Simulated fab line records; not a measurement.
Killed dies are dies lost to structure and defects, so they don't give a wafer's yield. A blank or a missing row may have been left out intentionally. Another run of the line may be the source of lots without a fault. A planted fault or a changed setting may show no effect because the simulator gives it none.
Chamber matching | flow n5_finfet | N5_ILD0_ALD_15 on ald_sin-04 has 4 sister chambers
The step deposits SiNx, target thk 24 nm, pulse time 1 s, ald cycles 480. 4 wafers are shown with their chamber, then 7 later ones without.

== EACH WAFER AND ITS CHAMBER ==
wafer  | chamber | heater_power_w (W)
L207.5 | 3       | 677
L209.6 | 2       | 896
L210.3 | 1       | 775
L210.4 | 0       | 946

== WAFERS WHOSE CHAMBER IS MISSING ==
wafer  | heater_power_w (W)
L210.5 | 754
L223.1 | 680
L223.4 | 898
L223.5 | 886
L224.1 | 757
L224.3 | 681
L224.4 | 961

== CHAMBER TAKEN BY EACH ==
wafer  | from the rows above | in truth
L210.5 | 1                   | 1
L223.1 | 3                   | 3
L223.4 | 2                   | 2
L223.5 | 2                   | 2
L224.1 | 1                   | 1
L224.3 | 3                   | 3
L224.4 | 0                   | 0
Correctly placed: 7 of 7. Not placeable from these rows: 0. Wrongly placed: 0.
How it was worked out, from the rows above alone: a wafer's distance from a chamber is the root of the sum, over the readings, of the square of ((its reading less the chamber's mean) divided by the reading's scatter). If the next closest chamber is less than 2 further off than the closest, the wafer can't be placed; otherwise it belongs to the closest. A chamber's mean is the mean of its shown wafers. The scatter: with one shown wafer a chamber, the root of the mean of the squares of how far each hidden wafer lies from its nearest shown one.
